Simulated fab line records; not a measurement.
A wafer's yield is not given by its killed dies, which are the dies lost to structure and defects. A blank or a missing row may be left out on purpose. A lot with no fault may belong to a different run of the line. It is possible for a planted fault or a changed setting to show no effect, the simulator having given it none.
Split-lot trial    flow n5_finfet    route with 1938 steps; 7 lots, 21 wafers read

SPLIT DETAILS
At N5_GATE_CUT_ETCH_58 (etches SiNx in CH3F/O2, target depth 17 nm, time 128.6 s), the setting time_s was moved away from the recipe's 128.6 s on 7 of the 21 wafers read, by -21.4% to +18.1%. All remaining wafers had this setting at the recipe value.

The reading is taken at the split's own step.

THE READING
SiNx_of_SDB_ALD_29.thk_nm (the simulator's own value, which no gauge read), in nm, at N5_GATE_CUT_ETCH_58 (etches SiNx in CH3F/O2, target depth 17 nm, time 128.6 s). No usual value for it is given in the file. Average 24.5 nm, standard deviation 0.14 nm, over the 14 wafers here run with the recipe.

wafer   tool, chamber at the split  time_s as run, s  against the recipe  SiNx_of_SDB_ALD_29.thk_nm, nm  against lot-mates on the recipe
L076.1  rie_diel-02, 0              105.8             -17.7%              25.2                           +0.6
L076.3  rie_diel-02, 2              128.6             recipe              24.6                           -
L076.4  rie_diel-02, 1              105.8             -17.7%              25.2                           +0.6
L079.2  rie_diel-04, 1              128.6             recipe              24.8                           -
L079.4  rie_diel-04, 0              114.1             -11.3%              25                             +0.3
L079.6  rie_diel-04, 0              128.6             recipe              24.6                           -
L080.4  rie_diel-06, 1              128.6             recipe              24.4                           -
L080.5  rie_diel-06, 2              151.9             +18.1%              24.2                           -0.2
L080.6  rie_diel-06, 3              128.6             recipe              24.4                           -
L081.1  rie_diel-06, 2              128.6             recipe              24.4                           -
L081.3  rie_diel-06, 3              128.6             recipe              24.2                           -
L081.6  rie_diel-06, 2              128.6             recipe              24.4                           -
L089.1  rie_diel-04, 3              101.1             -21.4%              24.8                           +0.4
L089.4  rie_diel-04, 2              128.6             recipe              24.4                           -
L089.5  rie_diel-04, 3              128.6             recipe              24.4                           -
L093.1  rie_diel-04, 0              128.6             recipe              24.4                           -
L093.2  rie_diel-04, 1              128.6             recipe              24.6                           -
L093.5  rie_diel-04, 3              128.6             recipe              24.4                           -
L094.1  rie_diel-06, 1              115.8             -10.0%              24.8                           +0.4
L094.2  rie_diel-06, 0              115.8             -10.0%              24.6                           +0.2
L094.4  rie_diel-06, 2              128.6             recipe              24.4                           -

THE FIT
A straight line over all 21 wafers: SiNx_of_SDB_ALD_29.thk_nm changes by -0.027 nm for each +1% of time_s; r = -0.81; the points scatter about the line by 0.17 nm.
The same after taking each lot's own level away (the mean of its wafers on the recipe; 21 wafers): -0.0233 nm for each +1%; r = -0.89; scatter 0.11 nm.
According to that fit, moving time_s by its largest amount changes the reading by 0.5 nm.
The lots' own levels span 24.33 to 24.70 nm, that is 2.6 times the standard deviation above.
So the lot-to-lot level changes the slope: the two fits differ.
Check: +0.578 nm against its lot-mates is what the line predicts for one of the wafers moved furthest among these (-21.4%) when that wafer is left out of the fit. It came out at +0.4 nm against them.

ADDITIONAL SPLITS CARRIED BY THESE WAFERS
Other splits were also applied to these wafers ahead of the reading. Each is held against what the fit with the lots' levels taken away leaves over:
other split on the same wafers        wafers away from the commonest value  r with SiNx_of_SDB_ALD_29.thk_nm (lot level and that fit taken away)
N5_SD_EPI_P_EPI_21 epi_growth_time_s  9                                     -0.15
N5_SD_ACTIVATION_LSA_01 temp_c        4                                     -0.01

THE WHOLE CHAIN: every reading that the file lists as answering this split, in the file's order
step                 what it does                                              reading                                                                     change (the file's fit)                r (the file's)
N5_GATE_CUT_ETCH_58  etches SiNx in CH3F/O2, target depth 17 nm, time 128.6 s  etch.depth_nm (the simulator's own value, which no gauge read)              +0.165 nm for each +1% of the setting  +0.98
N5_GATE_CUT_ETCH_58  etches SiNx in CH3F/O2, target depth 17 nm, time 128.6 s  SiNx_of_SDB_ALD_29.thk_nm (the simulator's own value, which no gauge read)  -0.022 nm for each +1% of the setting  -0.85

FILE'S OWN FIT
SiNx_of_SDB_ALD_29.thk_nm changes by -0.022 nm for each +1% of time_s, r = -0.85.
